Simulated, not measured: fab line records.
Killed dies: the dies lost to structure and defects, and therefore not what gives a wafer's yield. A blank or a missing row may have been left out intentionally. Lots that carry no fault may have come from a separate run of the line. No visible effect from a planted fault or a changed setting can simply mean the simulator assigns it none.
A struck lot beside a sound one :: flow nand harc :: 22 steps out of a route of 1302
Sound: these wafers, L113.1, L113.3, L113.4. Wafers struck: L124.1, L124.3, L124.4. The cause comes at the end.
Order at every step that has rows: each side's tool, ch and its chambers, its first start. Under that, the readings that differ: sound wafers :: struck wafers :: difference of the means :: sigmas: that difference in standard deviations of wafers without a fault.
alike: same words and numbers on both sides, and readings whose means sit less than 2 such deviations apart. not compared: any withheld reading, any reading some wafer has no value for, any bound like >300 that may hide the same value, and any number with overlapping values for which the record gives no deviation.
The two part at a step that has a row with sigmas, a row that says differs or no value, or rows on one side only. Non-overlapping numbers with no deviation appear without sigmas and do not part them. Lack of a reading on every wafer of one side parts them only where that side has two or more wafers.

NHARC_A_BLC_CVD_24: deposits W, target thk 150 nm, time 434 s.
  sound: cvd w-02 ch 0,1; struck: cvd w-01 ch 0,1
  alike: heater power w, throttle valve pct
NHARC_A_BLC_CMP_25: polishes, t overpolish 30 s, target thk 150 nm.
  sound on cmp-04 ch 0,1,2, day 25 11:39; struck on cmp-01 ch 1,2,3, day 29 20:15
reading: time to endpoint s (s)
sound: 26.8 29.6 28.3
struck: 33.3 33.7 35.1
difference: +5.8
sigmas: +2
  alike: motor current A, overpolish run s
then, 1 step without rows for these wafers: NHARC_A_BLC_SRD_27.
NHARC_A_BLC_INSPECT_28:
  sound on defect inspect-01, day 25 12:03; struck on defect inspect-01, day 29 20:39
  alike: raw defect count
then, 7 steps without rows for these wafers: NHARC_A_M0_DEP_00 (deposits SiOC, target thk 150 nm); NHARC_A_M0_DEHYDRATE_01 (time 120 s); NHARC_A_M0_HMDS_02 (time 30 s); NHARC_A_M0_COAT_33 (time 65 s); NHARC_A_M0_COAT_03 (resist thk 90 nm); NHARC_A_M0_SOFTBAKE_04 (time 55 s); NHARC_A_M0_EBR_05.
NHARC_A_M0_EXPOSE_06: exposes mask A M0, target cd 80 nm.
  sound on arfi scanner-01 ch 0, day 25 12:41; struck on arfi scanner-03 ch 0, day 29 21:17
reading: exposure dose mJ cm2
sound: 83.27 83.25 83.28
struck: 93.35 93.45 93.39
difference: +10.13
sigmas: +99 or more
  alike: mask
then, 2 steps without rows for these wafers: NHARC_A_M0_PEB_07 (peb time 65 s); NHARC_A_M0_DEVELOP_08 (develop time 35 s).
NHARC_A_M0_CD_MEAS_09: the cd target is 80 nm.
  sound on cd sem-02 ch 0, day 25 12:50; struck on cd sem-02 ch 0, day 29 21:26
reading: cd nm (nm)
sound: 80.0 79.7 79.8
struck: 88.0 87.5 88.3
difference: +8.1
sigmas: +14
NHARC_A_M0_OVL_MEAS_10: pitch 160 nm.
  sound on overlay-01, day 25 12:55; struck on overlay-01, day 29 21:31
reading: overlay y nm (nm)
sound: 1.5 1.5 1.7
struck: -0.6 -0.7 -0.9
difference: -2.3
sigmas: -3
  alike: overlay x nm
NHARC_A_M0_INSPECT_11:
  sound on defect inspect-02, day 25 12:57; struck on defect inspect-02, day 29 21:33
  alike: raw defect count
NHARC_A_M0_DESCUM_14: chemistry O2, time 3 s.
  sound on rie diel-07 ch 0,2,3, day 25 13:01; struck on rie diel-07 ch 0,1,3, day 29 21:37
reading: rf hours counter h (h)
sound: 6.1 6.9 6.5
struck: 1.4 1.5 2.1
difference: -4.8
sigmas: 

reading: model.A_M0.cd nm (nm)
sound: 79.48 79.36 78.64
struck: 87.72 87.42 88.27
difference: +8.64
sigmas: 
  alike: drypump motor current A, o2 flow sccm, oes product au, rf vpp V, showerhead plenum p Torr, throttle valve pct
NHARC_A_M0_ETCH_34: etches the open film in N2/H2, target depth 40 nm, overetch 12 nm, time 43.94 s.
  sound on rie diel-07 ch 0,1,2, day 25 13:06; struck on rie diel-07 ch 0,2,3, day 29 21:42
reading: rf hours counter h (h)
sound: 6.4 6.1 6.9
struck: 1.4 1.9 1.5
difference: -4.9
sigmas: 
  alike: bias w, drypump motor current A, oes product au, rf vpp V, showerhead plenum p Torr, throttle valve pct
NHARC_A_M0_ETCH_15: etches the open film in C4F8/Ar, target depth 150 nm, overetch 15 nm, time 82.5 s.
  sound: rie diel-07 ch 1,2,3; struck: rie diel-07 ch 0,1,2
reading: rf hours counter h (h)
sound: 6.5 6.4 6.1
struck: 1.5 2.1 2.0
difference: -4.5
sigmas: 

reading: model.A_M0.cd nm (nm)
sound: 80.02 79.23 78.94
struck: 87.93 87.32 88.02
difference: +8.36
sigmas: 
  alike: bias w, oes product au, rf vpp V
NHARC_A_M0_CD_MEAS_16:
  sound on cd sem-01, day 25 13:19; struck on cd sem-03, day 29 21:55
reading: cd nm (nm)
sound: 80.0 78.9 78.7
struck: 87.7 87.8 88.0
difference: +8.6
sigmas: +13
then, 1 step without rows for these wafers: NHARC_END_SORT_01.

## WHERE THEY PART
Earliest at NHARC_A_BLC_CMP_25; latest, in this record, at NHARC_A_M0_CD_MEAS_16.

WHY: what the simulator had put in
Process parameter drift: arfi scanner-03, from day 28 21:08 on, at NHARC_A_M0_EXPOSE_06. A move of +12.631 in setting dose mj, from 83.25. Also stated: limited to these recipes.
